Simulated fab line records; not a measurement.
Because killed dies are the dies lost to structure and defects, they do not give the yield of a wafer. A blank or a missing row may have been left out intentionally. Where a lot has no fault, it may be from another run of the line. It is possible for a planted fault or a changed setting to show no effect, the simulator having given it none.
Matching of chambers :: flow n5 finfet :: ald metal-01 running N5_BEOL_M1_ALD_84: 4 sister chambers
The step deposits TaN, pulse time 2 s, purge time 3 s, co reactant purge time 2 s. 4 wafers are shown with their chamber, then 7 later ones without.

== WAFERS PAIRED WITH THEIR CHAMBERS ==
wafer: L083.2
chamber: 0
heater power w (W): 418

wafer: L083.6
chamber: 2
heater power w (W): 473

wafer: L082.1
chamber: 3
heater power w (W): 501

wafer: L082.4
chamber: 1
heater power w (W): 505

== WAFERS MISSING THEIR CHAMBER ==
wafer: L082.5
heater power w (W): 479

wafer: L084.1
heater power w (W): 516

wafer: L084.4
heater power w (W): 498

wafer: L084.5
heater power w (W): 473

wafer: L095.2
heater power w (W): 486

wafer: L095.3
heater power w (W): 477

wafer: L095.6
heater power w (W): 486

== WHICH CHAMBER EACH WENT THROUGH ==
wafer: L082.5
from the rows above: can't be placed: 2 or 3
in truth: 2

wafer: L084.1
from the rows above: can't be placed: 1 or 3
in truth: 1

wafer: L084.4
from the rows above: can't be placed: 3 or 1
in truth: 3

wafer: L084.5
from the rows above: 2
in truth: 2

wafer: L095.2
from the rows above: can't be placed: 2 or 3 or 1
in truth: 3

wafer: L095.3
from the rows above: 2
in truth: 2

wafer: L095.6
from the rows above: can't be placed: 2 or 3 or 1
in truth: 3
Correct placement for 2 of the 7. From these rows, 5 cannot be placed; in 5 the true chamber is one of the candidates. 0 placed wrongly.
How it was worked out, from the rows above alone: a wafer's distance from a chamber is the root of the sum, over the readings, of the square of ((its reading less the chamber's mean) divided by the reading's scatter). The wafer belongs to the nearest chamber; if the next one is less than 2 further off, it can't be placed. A chamber's mean is the mean of its shown wafers. The scatter: with one shown wafer a chamber, the root of the mean of the squares of how far each hidden wafer lies from its nearest shown one.
